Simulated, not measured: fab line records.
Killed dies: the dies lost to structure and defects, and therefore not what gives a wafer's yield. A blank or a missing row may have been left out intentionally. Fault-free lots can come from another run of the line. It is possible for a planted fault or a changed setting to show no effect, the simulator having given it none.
Chamber matching ; flow n5_finfet ; N5_GATE_CUT_CMP_02 on cmp-04 has 4 sister chambers
The step polishes, stops on SiO2, t overpolish 12.7 s, target thk 0 nm. 4 wafers are shown with their chamber, then 12 later ones without.

== WAFERS WITH THEIR CHAMBER ==
wafer;chamber;motor_current_A (A)
L088.1;1;7.8
L090.1;0;10.7
L090.3;2;8.9
L090.4;3;7.2

== WAFERS WHOSE CHAMBER IS MISSING ==
wafer;motor_current_A (A)
L092.1;11.2
L092.2;7.8
L092.4;8.0
L093.1;9.6
L093.3;7.7
L093.4;7.8
L094.1;11.1
L094.5;9.2
L094.6;8.0
L095.3;7.3
L095.4;11.4
L095.6;7.7

== THE CHAMBER EACH PASSED THROUGH ==
wafer;from the rows above;in truth
L092.1;0;0
L092.2;can't be placed: 1 or 3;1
L092.4;can't be placed: 1 or 3 or 2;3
L093.1;can't be placed: 2 or 0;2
L093.3;can't be placed: 1 or 3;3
L093.4;can't be placed: 1 or 3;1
L094.1;0;0
L094.5;2;2
L094.6;can't be placed: 1 or 3 or 2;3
L095.3;can't be placed: 3 or 1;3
L095.4;0;0
L095.6;can't be placed: 1 or 3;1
Correctly placed: 4 of 12. These rows do not allow placing 8 (true chamber among the candidates in 8). 0 placed wrongly.
How it was worked out, from the rows above alone: a wafer's distance from a chamber is the root of the sum, over the readings, of the square of ((its reading less the chamber's mean) divided by the reading's scatter). If the next closest chamber is less than 2 further off than the closest, the wafer can't be placed; otherwise it belongs to the closest. The mean given for a chamber averages the wafers shown for that chamber. The scatter: root of mean squared gap, hidden wafer to nearest shown wafer, with one shown wafer a chamber.
